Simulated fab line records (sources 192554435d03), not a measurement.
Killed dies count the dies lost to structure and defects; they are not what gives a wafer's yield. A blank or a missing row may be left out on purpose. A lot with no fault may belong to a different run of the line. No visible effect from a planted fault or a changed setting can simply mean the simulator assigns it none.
Matching of chambers -- flow n5-finfet -- rie-diel-03 running N5_BEOL_M0_SAQP_STRIP_86: 4 sister chambers
The step strips in N2/H2. 33 wafers are shown with their chamber, then 12 later ones without.

WAFERS PAIRED WITH THEIR CHAMBERS
wafer,chamber,showerhead-plenum-p-Torr (Torr),throttle-valve-pct (%),drypump-motor-current-A (A)
L075.1,3,3.49,18.7,6.3
L075.2,1,3.50,19.5,6.1
L075.3,0,3.29,18.2,5.6
L079.2,2,3.29,19.0,6.3
L079.4,3,3.49,18.7,6.3
L079.6,1,3.49,19.5,6.1
L080.1,2,3.29,19.0,6.3
L080.4,2,3.29,19.0,6.3
L080.5,3,3.48,18.7,6.3
L081.3,0,3.28,18.2,5.6
L081.5,2,3.29,19.0,6.3
L081.6,1,3.49,19.5,6.1
L083.2,1,3.49,19.6,6.1
L083.5,2,3.29,19.0,6.3
L083.6,1,3.49,19.6,6.1
L084.1,0,3.28,18.2,5.6
L084.3,3,3.48,18.7,6.3
L084.6,1,3.49,19.5,6.1
L085.1,2,3.28,19.0,6.3
L085.2,3,3.48,18.7,6.3
L085.3,1,3.49,19.5,6.1
L085.4,0,3.28,18.3,5.7
L085.5,0,3.28,18.2,5.7
L085.6,1,3.49,19.6,6.2
L087.2,0,3.28,18.2,5.7
L087.3,2,3.28,19.1,6.3
L087.6,0,3.28,18.2,5.6
L088.2,1,3.49,19.5,6.1
L088.4,2,3.28,19.0,6.3
L088.6,0,3.28,18.2,5.6
L089.2,2,3.28,19.0,6.3
L089.3,1,3.48,19.6,6.1
L089.6,3,3.47,18.7,6.3

SIGNATURES (means of the wafers above)
reading,chamber 0,chamber 1,chamber 2,chamber 3,scatter within a chamber
showerhead-plenum-p-Torr,3.2812,3.4900,3.2856,3.4817,0.00523
throttle-valve-pct,18.212,19.540,19.011,18.700,0.0379
drypump-motor-current-A,5.638,6.110,6.300,6.300,0.0309
Rule: for each reading, subtract the chamber's mean from the wafer's reading, divide by that reading's scatter and square the result; add these up over the readings and take the root, which gives the wafer's distance from the chamber. If the next closest chamber is less than 2 further off than the closest, the wafer can't be placed; otherwise it belongs to the closest. How the scatter is found: for the shown wafers, subtract from each reading the mean of its chamber, square and add these, divide the total by (wafers less chambers), then take the root.

WAFERS MISSING THEIR CHAMBER
wafer,showerhead-plenum-p-Torr (Torr),throttle-valve-pct (%),drypump-motor-current-A (A)
L092.3,3.27,18.3,5.6
L092.4,3.48,19.6,6.1
L092.6,3.28,19.0,6.3
L094.1,3.28,19.0,6.3
L094.5,3.28,19.0,6.3
L094.6,3.48,19.6,6.2
L095.2,3.47,18.8,6.4
L095.5,3.27,18.3,5.6
L095.6,3.48,19.6,6.1
L096.1,3.27,18.3,5.6
L096.2,3.48,19.6,6.1
L096.3,3.27,19.0,6.3

WHICH CHAMBER EACH WENT THROUGH
wafer,from the rows above,in truth
L092.3,0,0
L092.4,1,1
L092.6,2,2
L094.1,2,2
L094.5,2,2
L094.6,1,1
L095.2,3,3
L095.5,0,0
L095.6,1,1
L096.1,0,0
L096.2,1,1
L096.3,2,2
Correctly placed: 12 of 12. Number that these rows cannot place: 0. Number placed wrongly: 0.
